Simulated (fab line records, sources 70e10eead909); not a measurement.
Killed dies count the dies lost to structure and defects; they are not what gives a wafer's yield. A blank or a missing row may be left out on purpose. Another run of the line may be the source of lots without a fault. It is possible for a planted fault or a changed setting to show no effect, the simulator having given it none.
Chamber matching / flow nand-harc / 4 sister chambers for NHARC_A_STAIRCASE_ETCH_253 on rie-diel-05
The step etches the open film in C4F8/O2, target depth 50 nm, time 20.2 s. 20 wafers are shown with their chamber, then 10 later ones without.

EACH WAFER AND ITS CHAMBER
wafer=L074.3; chamber=3; rf-vpp-V (V)=905; rf-fwd-power-W (W)=589; oes-product-au (a.u.)=0.928
wafer=L074.4; chamber=1; rf-vpp-V (V)=889; rf-fwd-power-W (W)=588; oes-product-au (a.u.)=0.920
wafer=L074.5; chamber=1; rf-vpp-V (V)=892; rf-fwd-power-W (W)=589; oes-product-au (a.u.)=0.916
wafer=L076.2; chamber=1; rf-vpp-V (V)=889; rf-fwd-power-W (W)=587; oes-product-au (a.u.)=0.937
wafer=L076.3; chamber=2; rf-vpp-V (V)=896; rf-fwd-power-W (W)=596; oes-product-au (a.u.)=0.935
wafer=L076.6; chamber=0; rf-vpp-V (V)=890; rf-fwd-power-W (W)=589; oes-product-au (a.u.)=0.952
wafer=L078.1; chamber=1; rf-vpp-V (V)=889; rf-fwd-power-W (W)=586; oes-product-au (a.u.)=0.918
wafer=L078.3; chamber=2; rf-vpp-V (V)=894; rf-fwd-power-W (W)=593; oes-product-au (a.u.)=0.934
wafer=L078.4; chamber=0; rf-vpp-V (V)=889; rf-fwd-power-W (W)=593; oes-product-au (a.u.)=0.928
wafer=L080.2; chamber=3; rf-vpp-V (V)=905; rf-fwd-power-W (W)=586; oes-product-au (a.u.)=0.947
wafer=L080.5; chamber=2; rf-vpp-V (V)=895; rf-fwd-power-W (W)=592; oes-product-au (a.u.)=0.955
wafer=L080.6; chamber=1; rf-vpp-V (V)=890; rf-fwd-power-W (W)=587; oes-product-au (a.u.)=0.931
wafer=L084.1; chamber=2; rf-vpp-V (V)=895; rf-fwd-power-W (W)=593; oes-product-au (a.u.)=0.958
wafer=L084.3; chamber=1; rf-vpp-V (V)=889; rf-fwd-power-W (W)=588; oes-product-au (a.u.)=0.950
wafer=L084.4; chamber=3; rf-vpp-V (V)=904; rf-fwd-power-W (W)=587; oes-product-au (a.u.)=0.962
wafer=L082.1; chamber=3; rf-vpp-V (V)=905; rf-fwd-power-W (W)=590; oes-product-au (a.u.)=0.966
wafer=L082.2; chamber=1; rf-vpp-V (V)=889; rf-fwd-power-W (W)=589; oes-product-au (a.u.)=0.966
wafer=L082.6; chamber=3; rf-vpp-V (V)=903; rf-fwd-power-W (W)=589; oes-product-au (a.u.)=0.964
wafer=L083.3; chamber=2; rf-vpp-V (V)=894; rf-fwd-power-W (W)=594; oes-product-au (a.u.)=0.921
wafer=L083.4; chamber=1; rf-vpp-V (V)=889; rf-fwd-power-W (W)=586; oes-product-au (a.u.)=0.934

SIGNATURES, as means of the wafers listed above
reading=rf-vpp-V; chamber 0=889.50; chamber 1=889.50; chamber 2=894.80; chamber 3=904.40; scatter within a chamber=0.952
reading=rf-fwd-power-W; chamber 0=591.00; chamber 1=587.50; chamber 2=593.60; chamber 3=588.20; scatter within a chamber=1.54
reading=oes-product-au; chamber 0=0.94000; chamber 1=0.93400; chamber 2=0.94060; chamber 3=0.95340; scatter within a chamber=0.0165
Rule: a wafer lies at a distance from a chamber equal to the root of the sum of squares, over the readings, of (its reading less the chamber's mean, divided by the reading's scatter). The wafer belongs to the nearest chamber; if the next one is less than 2 further off, it can't be placed. The scatter: the root of (the sum of the squares of (reading less its chamber's mean) over the shown wafers, divided by (wafers less chambers)).

WAFERS MISSING THEIR CHAMBER
wafer=L083.5; rf-vpp-V (V)=888; rf-fwd-power-W (W)=591; oes-product-au (a.u.)=0.938
wafer=L087.2; rf-vpp-V (V)=889; rf-fwd-power-W (W)=592; oes-product-au (a.u.)=0.981
wafer=L087.4; rf-vpp-V (V)=894; rf-fwd-power-W (W)=594; oes-product-au (a.u.)=0.963
wafer=L087.5; rf-vpp-V (V)=907; rf-fwd-power-W (W)=588; oes-product-au (a.u.)=0.966
wafer=L085.1; rf-vpp-V (V)=895; rf-fwd-power-W (W)=594; oes-product-au (a.u.)=0.916
wafer=L085.2; rf-vpp-V (V)=890; rf-fwd-power-W (W)=591; oes-product-au (a.u.)=0.906
wafer=L085.3; rf-vpp-V (V)=888; rf-fwd-power-W (W)=588; oes-product-au (a.u.)=0.927
wafer=L089.3; rf-vpp-V (V)=889; rf-fwd-power-W (W)=590; oes-product-au (a.u.)=0.980
wafer=L089.5; rf-vpp-V (V)=889; rf-fwd-power-W (W)=589; oes-product-au (a.u.)=0.967
wafer=L089.6; rf-vpp-V (V)=887; rf-fwd-power-W (W)=589; oes-product-au (a.u.)=0.988

WHICH CHAMBER EACH WENT THROUGH
wafer=L083.5; from the rows above=can't be placed: 0 or 1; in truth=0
wafer=L087.2; from the rows above=can't be placed: 0 or 1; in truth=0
wafer=L087.4; from the rows above=2; in truth=2
wafer=L087.5; from the rows above=3; in truth=3
wafer=L085.1; from the rows above=2; in truth=2
wafer=L085.2; from the rows above=can't be placed: 0 or 1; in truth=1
wafer=L085.3; from the rows above=can't be placed: 1 or 0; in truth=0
wafer=L089.3; from the rows above=can't be placed: 0 or 1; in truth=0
wafer=L089.5; from the rows above=can't be placed: 0 or 1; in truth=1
wafer=L089.6; from the rows above=can't be placed: 0 or 1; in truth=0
Correct placement for 3 of the 10. Can't be placed from these rows: 7 (the true chamber is among the candidates in 7). Placed wrongly: 0.
